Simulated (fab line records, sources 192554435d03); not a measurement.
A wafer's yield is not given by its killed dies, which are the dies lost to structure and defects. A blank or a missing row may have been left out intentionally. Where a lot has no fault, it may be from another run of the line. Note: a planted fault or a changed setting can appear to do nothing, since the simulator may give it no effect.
What tool caused it? + flow n5 finfet + 9 lots, 27 wafers sampled, at 5 steps of a route of 1938

## WHAT THE GAUGES SHOWED, per wafer
N5_HKMG_FIN_INSPECT_28: inspects for defects (darkfield). Usual: 39 for raw defect count, sd 18.
| lot  | measured     | on                | raw defect count | flag |
|------|--------------|-------------------|------------------|------|
| L758 | day 4 22:42  | defect inspect-02 | 23 12 28         |      |
| L759 | day 5 04:04  | defect inspect-01 | 78 81 74         |      |
| L760 | day 5 09:07  | defect inspect-02 | 52 31 46         |      |
| L762 | day 5 19:44  | defect inspect-01 | 22 34 27         |      |
| L763 | day 6 04:04  | defect inspect-02 | 26 51 27         |      |
| L775 | day 9 02:33  | defect inspect-01 | 55 19 25         |      |
| L777 | day 9 14:38  | defect inspect-01 | 23 30 25         |      |
| L779 | day 10 02:21 | defect inspect-01 | 24 24 33         |      |
| L778 | day 10 02:42 | defect inspect-02 | 49 78 59         |      |

N5_BEOL_M4_RC_MEAS_101. Usual: DIBL_N 36.1 mV/V, standard deviation 1.3; DIBL_P 36.1 mV/V, standard deviation 1.7; IOFF_N 0.154 nA/um, standard deviation 0.022; IOFF_N_85C 3.0 nA/um, standard deviation 0.36; IOFF_N_LIN 0.072 nA/um, standard deviation 0.0088; IOFF_N_LONG 5.47e-05 nA/um, standard deviation 2.6e-06; IOFF_P 0.201 nA/um, standard deviation 0.024; IOFF_P_LONG 0.000102 nA/um, standard deviation 7.6e-06; ION_N 675 uA/um, standard deviation 8.9; ION_P 462 uA/um, standard deviation 5.9; SS_N 71.5 mV/dec, standard deviation 0.49; SS_P 73.3 mV/dec, standard deviation 0.58; VT_N 250.0 mV, standard deviation 2.7; VT_N_LONG 275.2 mV, standard deviation 1.9; VT_N_LVT 98.5 mV, standard deviation 2.8; VT_P -251.3 mV, standard deviation 2.7; VT_P_LONG -276.1 mV, standard deviation 2.9; VT_P_LVT -99.6 mV, standard deviation 1.9.
| lot  | measured     | on        | DIBL_N (mV/V)  | DIBL_P (mV/V)  | IOFF_N (nA/um)    | IOFF_N_85C (nA/um) | IOFF_N_LIN (nA/um) | IOFF_N_LONG (nA/um)        | IOFF_P (nA/um)    | IOFF_P_LONG (nA/um)        | ION_N (uA/um) | ION_P (uA/um) | SS_N (mV/dec)  | SS_P (mV/dec)  | VT_N (mV)         | VT_N_LONG (mV)    | VT_N_LVT (mV)     | VT_P (mV)            | VT_P_LONG (mV)       | VT_P_LVT (mV)        | flag |
|------|--------------|-----------|----------------|----------------|-------------------|--------------------|--------------------|----------------------------|-------------------|----------------------------|---------------|---------------|----------------|----------------|-------------------|-------------------|-------------------|----------------------|----------------------|----------------------|------|
| L758 | day 8 02:34  | prober-01 | 36.8 36.0 37.6 | 37.7 36.4 38.3 | 0.168 0.146 0.165 | 3.3 2.9 3.3        | 0.079 0.071 0.078  | 5.17e-05 5.17e-05 5.18e-05 | 0.185 0.172 0.184 | 8.5e-05 9e-05 8.6e-05      | 678 662 676   | 452 452 448   | 72.2 71.3 72.1 | 73.7 73.7 73.5 | 250.7 251.7 250.3 | 278.5 278.2 280.0 | 95.0 98.0 95.5    | -254.7 -253.2 -254.9 | -283.7 -280.3 -282.6 | -100.8 -102.3 -102.0 |      |
| L759 | day 8 21:16  | prober-02 | 37.6 38.4 35.2 | 37.2 38.5 34.9 | 0.164 0.181 0.134 | 3.2 3.6 2.7        | 0.077 0.084 0.066  | 5.61e-05 5.61e-05 5.73e-05 | 0.216 0.235 0.184 | 0.000104 0.000103 0.000108 | 681 684 681   | 468 468 466   | 71.6 72.1 71.5 | 73.5 73.9 73.4 | 250.3 248.3 252.3 | 273.7 275.3 275.0 | 97.2 94.7 100.4   | -249.2 -249.2 -253.5 | -275.5 -278.9 -276.2 | -96.6 -95.8 -99.3    |      |
| L760 | day 8 19:33  | prober-01 | 36.1 35.2 34.5 | 37.1 35.6 35.4 | 0.179 0.158 0.144 | 3.4 3.1 2.8        | 0.081 0.074 0.069  | 5.87e-05 5.95e-05 5.89e-05 | 0.224 0.199 0.200 | 0.000111 0.000106 0.00011  | 685 682 669   | 463 461 465   | 71.1 71.2 71.1 | 73.4 73.2 73.5 | 247.2 248.8 252.7 | 274.2 273.8 273.6 | 94.5 96.2 97.2    | -246.5 -250.6 -250.5 | -273.9 -274.7 -274.7 | -96.8 -98.1 -99.5    |      |
| L762 | day 9 07:28  | prober-01 | 35.3 35.0 35.2 | 36.2 35.3 35.5 | 0.072 0.066 0.070 | 1.6 1.5 1.5        | 0.035 0.032 0.034  | 3.86e-05 3.8e-05 3.79e-05  | 0.250 0.221 0.239 | 0.00013 0.000129 0.000126  | 638 631 636   | 476 477 476   | 71.1 70.5 70.8 | 72.6 72.9 73.2 | 268.7 271.5 268.7 | 295.6 292.6 294.3 | 115.7 116.1 117.7 | -244.2 -243.6 -243.0 | -265.9 -267.7 -267.5 | -90.1 -93.8 -92.4    | OFF  |
| L763 | day 9 20:53  | prober-02 | 36.1 35.3 35.4 | 34.8 33.5 33.9 | 0.075 0.072 0.068 | 1.7 1.6 1.5        | 0.035 0.035 0.032  | 3.72e-05 3.76e-05 3.71e-05 | 0.247 0.225 0.231 | 0.000123 0.000126 0.000124 | 624 636 628   | 473 470 473   | 71.9 72.0 71.2 | 72.5 72.7 73.1 | 270.8 269.4 273.4 | 293.5 294.5 297.5 | 118.8 116.9 119.1 | -248.0 -248.9 -247.5 | -270.0 -269.7 -266.5 | -92.3 -93.0 -94.2    | OFF  |
| L775 | day 13 01:31 | prober-01 | 35.4 34.2 36.5 | 35.5 33.2 36.5 | 0.150 0.120 0.167 | 3.0 2.5 3.3        | 0.071 0.060 0.078  | 5.48e-05 5.48e-05 5.5e-05  | 0.197 0.163 0.208 | 0.000102 0.000101 0.000101 | 676 666 680   | 465 456 468   | 71.8 71.3 72.3 | 72.6 72.9 73.0 | 249.4 252.3 248.5 | 272.8 276.3 275.9 | 98.2 101.9 96.4   | -252.2 -252.5 -249.7 | -274.0 -274.7 -275.3 | -99.5 -101.1 -98.0   |      |
| L777 | day 13 05:51 | prober-01 | 36.3 36.2 37.9 | 37.0 36.7 38.0 | 0.169 0.165 0.194 | 3.2 3.2 3.6        | 0.081 0.078 0.090  | 5.81e-05 5.63e-05 5.75e-05 | 0.199 0.196 0.216 | 0.0001 9.9e-05 9.7e-05     | 683 672 690   | 464 453 465   | 71.6 71.1 71.3 | 73.0 73.2 73.8 | 247.2 248.2 245.6 | 272.9 273.0 272.8 | 95.4 95.7 94.1    | -252.2 -250.7 -248.9 | -278.8 -278.1 -278.3 | -100.0 -100.3 -98.0  |      |
| L779 | day 14 10:37 | prober-01 | 35.0 35.0 35.9 | 35.5 36.1 36.4 | 0.129 0.136 0.141 | 2.7 2.8 2.8        | 0.065 0.067 0.070  | 5.13e-05 5.09e-05 5.17e-05 | 0.156 0.168 0.169 | 9.3e-05 9.3e-05 9.3e-05    | 667 678 677   | 456 460 462   | 71.1 71.8 72.3 | 73.3 72.9 73.3 | 251.5 249.9 250.5 | 278.8 277.9 276.9 | 97.4 95.9 96.6    | -255.6 -253.4 -256.6 | -278.4 -280.5 -277.0 | -100.9 -100.5 -101.0 |      |
| L778 | day 14 07:29 | prober-02 | 38.7 37.4 36.1 | 39.5 38.0 36.4 | 0.196 0.174 0.147 | 3.8 3.4 3.0        | 0.092 0.083 0.072  | 5.64e-05 5.6e-05 5.6e-05   | 0.268 0.247 0.211 | 0.000108 0.00011 0.000112  | 696 681 670   | 478 470 464   | 72.4 72.2 71.9 | 73.9 73.6 73.0 | 244.5 245.3 251.1 | 273.3 275.7 275.6 | 95.8 98.4 99.8    | -245.7 -248.8 -247.4 | -273.8 -272.1 -272.8 | -95.6 -96.8 -99.1    |      |

## WHAT TOOL EACH LOT RAN ON (gives the tool, then ch and the chambers of the sampled wafers, and finally the start)
| lot  | N5_HKMG_FIN_NWFM_ALD_20             | N5_HKMG_FIN_ETCH_67               | N5_HKMG_FIN_CMP_23            |
|------|-------------------------------------|-----------------------------------|-------------------------------|
| L758 | ald metal-01 ch 2,3, day 4 20:16    | rie diel-06 ch 1,2,3, day 4 20:43 | cmp-01 ch 0,2,3, day 4 21:59  |
| L759 | ald metal-02 ch 2,3, day 5 01:38    | rie diel-02 ch 0,2,3, day 5 02:04 | cmp-01 ch 0,2, day 5 03:20    |
| L760 | ald metal-04 ch 0,1,2, day 5 06:40  | rie diel-06 ch 0,3, day 5 07:08   | cmp-04 ch 1,2,3, day 5 08:29  |
| L762 | ald metal-04 ch 0,1,3, day 5 17:16  | rie diel-06 ch 0,3, day 5 17:45   | cmp-01 ch 0,2,3, day 5 19:02  |
| L763 | ald metal-04 ch 1,2, day 6 01:23    | rie diel-01 ch 1,2, day 6 02:01   | cmp-04 ch 1,2,3, day 6 03:21  |
| L775 | ald metal-02 ch 0,1,2, day 9 00:02  | rie diel-01 ch 0,2, day 9 00:28   | cmp-01 ch 2,3, day 9 01:55    |
| L777 | ald metal-04 ch 1,3, day 9 12:13    | rie diel-01 ch 1,2, day 9 12:39   | cmp-03 ch 0,1, day 9 13:55    |
| L779 | ald metal-04 ch 1,2, day 9 23:40    | rie diel-02 ch 1,3, day 10 00:10  | cmp-04 ch 0,1,3, day 10 01:48 |
| L778 | ald metal-04 ch 0,1,2, day 10 00:10 | rie diel-02 ch 2,3, day 10 00:40  | cmp-03 ch 0,3, day 10 02:04   |
- N5_HKMG_FIN_NWFM_ALD_20: deposits TiAlC, target thk 2 nm, pulse time 3 s, purge time 2 s.
- N5_HKMG_FIN_ETCH_67: etches SOC in N2/H2, stops on TiN, target depth 388.9 nm.
- N5_HKMG_FIN_CMP_23: polishes, stops on SiNx, t overpolish 10 s, target thk 46.326 nm.

## WHAT THE TOOLS THEMSELVES READ (means of the sampled wafers that have a number; where no wafer has one, the mark that the record gives instead)
N5_HKMG_FIN_NWFM_ALD_20. Usual: heater power w 517 W, standard deviation 70; precursor pulse height rel 0.997, standard deviation 0.018; susceptor temp C 300.03 C, standard deviation 0.2.
| lot  | tool         | heater power w (W) | precursor pulse height rel | susceptor temp C (C) | flag |
|------|--------------|--------------------|----------------------------|----------------------|------|
| L758 | ald metal-01 | 506                | 0.997                      | 300.09               |      |
| L759 | ald metal-02 | 626                | 0.998                      | 300.07               |      |
| L760 | ald metal-04 | 455                | 0.981                      | 300.09               |      |
| L762 | ald metal-04 | 442                | 1.000                      | 288.49               | OFF  |
| L763 | ald metal-04 | 395                | 0.998                      | 288.51               | OFF  |
| L775 | ald metal-02 | 567                | 0.985                      | 300.07               |      |
| L777 | ald metal-04 | 473                | 1.002                      | 300.00               |      |
| L779 | ald metal-04 | 437                | 0.991                      | 300.07               |      |
| L778 | ald metal-04 | 454                | 0.998                      | 299.97               |      |

N5_HKMG_FIN_ETCH_67. Usual: drypump motor current A 5.7 A, standard deviation 0.34; oes product au 0.80 a.u., standard deviation 0.1; rf vpp V 240.5 V, standard deviation 1.2; showerhead plenum p Torr 2.53 Torr, standard deviation 0.078; throttle valve pct 17.72 %, standard deviation 0.25.
| lot  | tool        | drypump motor current A (A) | oes product au (a.u.) | rf vpp V (V) | showerhead plenum p Torr (Torr) | throttle valve pct (%) | flag |
|------|-------------|-----------------------------|-----------------------|--------------|---------------------------------|------------------------|------|
| L758 | rie diel-06 | 5.8                         | 0.71                  | 240.1        | 2.49                            | 17.85                  |      |
| L759 | rie diel-02 | 5.6                         | 0.81                  | 241.4        | 2.60                            | 17.59                  |      |
| L760 | rie diel-06 | 5.8                         | 0.76                  | 239.4        | 2.52                            | 17.90                  |      |
| L762 | rie diel-06 | 5.6                         | 0.81                  | 242.2        | 2.61                            | 17.79                  |      |
| L763 | rie diel-01 | 5.6                         | 0.76                  | 240.2        | 2.51                            | 17.90                  |      |
| L775 | rie diel-01 | 5.4                         | 0.93                  | 239.7        | 2.48                            | 17.57                  |      |
| L777 | rie diel-01 | 5.6                         | 0.73                  | 240.1        | 2.49                            | 17.96                  |      |
| L779 | rie diel-02 | 5.7                         | 0.82                  | 240.9        | 2.54                            | 17.64                  |      |
| L778 | rie diel-02 | 5.5                         | 0.80                  | 240.3        | 2.53                            | 17.66                  |      |

N5_HKMG_FIN_CMP_23. Usual: motor current A 11.7 A, standard deviation 1.4; overpolish run s 9.999 s, standard deviation 0.0089; time to endpoint s 12.3 s, standard deviation 1.8.
| lot  | tool   | motor current A (A) | overpolish run s (s) | time to endpoint s (s) | flag |
|------|--------|---------------------|----------------------|------------------------|------|
| L758 | cmp-01 | 13.1                | 10.008               | 12.9                   |      |
| L759 | cmp-01 | 13.5                | 9.995                | 12.6                   |      |
| L760 | cmp-04 | 10.1                | 9.996                | 9.7                    |      |
| L762 | cmp-01 | 12.7                | 9.993                | 14.6                   |      |
| L763 | cmp-04 | 10.2                | 9.998                | 9.9                    |      |
| L775 | cmp-01 | 12.9                | 10.007               | 11.5                   |      |
| L777 | cmp-03 | 13.3                | 9.985                | 12.8                   |      |
| L779 | cmp-04 | 10.1                | 10.002               | 10.9                   |      |
| L778 | cmp-03 | 12.2                | 9.991                | 13.3                   |      |

## THE ANSWER, worked out from the rows above alone
Rule: a lot is off if the mean of its wafers that have a number lies more than 3 standard deviations from the usual mean. A lot without any number at a reading at which 4 lots or more have one is off too. Where the step has rows for the other lots, those lots are counted as sound. The gauges are gone through in route order, then the tools' own readings, and for those a lot's mean is taken as printed above. The first step at which some lot is off is used, and at that step the reading that is off furthest; a lot without a number counts as furthest.
Off: at N5_BEOL_M4_RC_MEAS_101 (VT_N_LONG), L762, L763.
A tool fits if, at a process step before that reading, it ran every lot that is off, and no sound lot after the first of them. Not tried: the gauges at N5_BEOL_M4_RC_MEAS_101; whatever is off there is also off at N5_HKMG_FIN_NWFM_ALD_20, on other tools, and gauge error can't account for it. No candidate that was tried fits.

## WHAT HAD BEEN PUT IN BY THE SIMULATOR
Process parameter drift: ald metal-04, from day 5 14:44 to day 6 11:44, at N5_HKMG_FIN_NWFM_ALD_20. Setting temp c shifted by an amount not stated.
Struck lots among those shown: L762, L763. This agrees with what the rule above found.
